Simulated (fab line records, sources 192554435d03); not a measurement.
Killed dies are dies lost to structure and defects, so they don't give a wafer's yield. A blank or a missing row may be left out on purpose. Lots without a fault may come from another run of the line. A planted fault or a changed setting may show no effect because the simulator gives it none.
Split-lot experiment | flow n5_finfet | 7 lots, 21 wafers read, on a route of 1938 steps

THE SPLIT
At N5_BEOL_M5_EXPOSE_25 (exposes mask V4, defocus 10 nm), the setting dose_mj was moved away from the recipe's 52.75 on 5 of the 21 wafers read, by -5.5% to +6.1%. The other wafers ran this setting at the recipe's value.

FROM THE SPLIT TO THE READING: what the file shows between them, 2 steps
- N5_BEOL_M5_PEB_26: peb time 60 s
- N5_BEOL_M5_DEVELOP_27: develop time 30 s

THE READING
cd_nm, in nm, at N5_BEOL_M5_CD_MEAS_28 (target cd 30.6 nm, target cd y 20 nm). Fault-free wafers of this fab line usually give 30.60 nm, standard deviation 0.25 nm.

wafer  | tool, chamber at the split | dose_mj as run | against the recipe | cd_nm, nm | against lot-mates on the recipe
L078.1 | euv_scanner-02, 0          | 52.75          | recipe             | 30.76     | -
L078.2 | euv_scanner-02, 0          | 52.75          | recipe             | 30.30     | -
L078.6 | euv_scanner-02, 0          | 52.75          | recipe             | 30.45     | -
L079.1 | euv_scanner-02, 0          | 52.75          | recipe             | 30.50     | -
L079.3 | euv_scanner-02, 0          | 52.75          | recipe             | 30.29     | -
L079.5 | euv_scanner-02, 0          | 52.75          | recipe             | 30.34     | -
L080.2 | euv_scanner-02, 0          | 55.88          | +5.9%              | 31.81     | +1.25
L080.3 | euv_scanner-02, 0          | 55.88          | +5.9%              | 31.90     | +1.34
L080.4 | euv_scanner-02, 0          | 52.75          | recipe             | 30.56     | -
L082.2 | euv_scanner-02, 0          | 52.75          | recipe             | 30.62     | -
L082.5 | euv_scanner-02, 0          | 52.75          | recipe             | 30.50     | -
L082.6 | euv_scanner-02, 0          | 52.75          | recipe             | 30.82     | -
L084.4 | euv_scanner-01, 0          | 52.75          | recipe             | 30.58     | -
L084.5 | euv_scanner-01, 0          | 52.75          | recipe             | 30.54     | -
L084.6 | euv_scanner-01, 0          | 55.96          | +6.1%              | 32.06     | +1.50
L093.1 | euv_scanner-02, 0          | 49.83          | -5.5%              | 29.15     | -1.31
L093.3 | euv_scanner-02, 0          | 49.83          | -5.5%              | 28.95     | -1.51
L093.4 | euv_scanner-02, 0          | 52.75          | recipe             | 30.46     | -
L097.1 | euv_scanner-02, 0          | 52.75          | recipe             | 30.26     | -
L097.3 | euv_scanner-02, 0          | 52.75          | recipe             | 30.38     | -
L097.6 | euv_scanner-02, 0          | 52.75          | recipe             | 30.46     | -

THE FIT
A straight line over all 21 wafers: cd_nm changes by +0.248 nm for each +1% of dose_mj; r = +0.98; the points scatter about the line by 0.15 nm.
The same after taking each lot's own level away (the mean of its wafers on the recipe; 21 wafers): +0.238 nm for each +1%; r = +0.99; scatter 0.12 nm.
On that fit, the largest move of dose_mj shifts the reading by 1.5 nm.
The lots' own levels span 30.367 to 30.647 nm, that is 1.1 times the standard deviation above.
So the lot-to-lot level changes the slope little: the two slopes agree.
Check: with one of the wafers moved furthest among these (+6.1%) left out of the fit, the line predicts +1.41 nm for it against its lot-mates. It came out at +1.5 nm against them.

OTHER SPLITS ON THESE WAFERS
These wafers also went through other splits before the reading. Each is held against what the fit with the lots' levels taken away leaves over:
other split on the same wafers    | wafers away from the commonest value | r with cd_nm (lot level and that fit taken away)
N5_BEOL_M0_SAQP_EXPOSE_37 dose_mj | 4                                    | +0.25
N5_BEOL_M1_PECVD_72 temp_c        | 7                                    | +0.15
N5_BEOL_M1_COAT_05 spin_rpm       | 8                                    | +0.16
N5_BEOL_M2_ETCH_69 bias_w         | 11                                   | +0.09
N5_BEOL_M3_COAT_76 spin_rpm       | 8                                    | +0.22
N5_BEOL_M5_COAT_74 spin_rpm       | 4                                    | +0.13

THE WHOLE CHAIN: every reading that the file lists as answering this split, in the file's order
step                  | what it does                                         | reading                                                        | change (the file's fit)               | r (the file's)
N5_BEOL_M5_CD_MEAS_28 | target cd 30.6 nm, target cd y 20 nm                 | cd_nm                                                          | +0.24 nm for each +1% of the setting  | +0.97
N5_BEOL_M5_ETCH_67    | etches SiARC in CF4, target depth 15.6 nm, time 26 s | BEOL_M5.cd_nm (the simulator's own value, which no gauge read) | +0.186 nm for each +1% of the setting | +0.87

THE FILE'S OWN FIT
cd_nm changes by +0.24 nm for each +1% of dose_mj, r = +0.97.
